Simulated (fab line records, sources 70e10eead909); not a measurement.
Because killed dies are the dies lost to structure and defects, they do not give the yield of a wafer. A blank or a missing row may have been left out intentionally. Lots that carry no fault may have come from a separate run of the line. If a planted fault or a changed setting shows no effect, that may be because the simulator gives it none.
Which tool was responsible? | flow nand-harc | route of 1302 steps, sampled at 1 step: 6 lots, 17 wafers

## WHAT THE GAUGES SHOWED, per wafer
NHARC_A_CHANNEL_HOLE_D1_OVL_MEAS_11.
lot  | measured     | on         | overlay-x-nm (nm)
L154 | day 10 01:59 | overlay-02 | 0.2 0.5 0.4
L160 | day 12 20:40 | overlay-02 | 0.5 0.7
L162 | day 13 04:18 | overlay-02 | -0.1 -0.3 -0.4
L164 | day 14 16:32 | overlay-02 | -1.0 -1.5 -1.7
L168 | day 16 06:56 | overlay-01 | -1.5 -1.1 -1.1
L172 | day 18 00:41 | overlay-01 | 0.4 0.6 0.6

## TOOL THAT RAN EACH LOT (tool first, then ch and the chambers of the sampled wafers, then the start)
The record holds no process step before these readings.

## THE ANSWER, worked out from the rows above alone
Rule: what is usual is taken from the lots themselves. The widest of any qualifying gaps counts: lots, ordered by their means at a reading, are off when they make up no more than a third of the lots, leave a main group of 4 or more, and stand apart from it by 3 or more times the standard deviation of that group's means. Not used: any main group whose means are identical at the precision the tables above print for the reading. Also off: a lot with no number at a reading for which 4 or more lots have one. Any other lot the step has rows for is counted as sound.
Nothing can be told from this: no lot is off at any reading shown.

## WHAT THE SIMULATOR PUT IN
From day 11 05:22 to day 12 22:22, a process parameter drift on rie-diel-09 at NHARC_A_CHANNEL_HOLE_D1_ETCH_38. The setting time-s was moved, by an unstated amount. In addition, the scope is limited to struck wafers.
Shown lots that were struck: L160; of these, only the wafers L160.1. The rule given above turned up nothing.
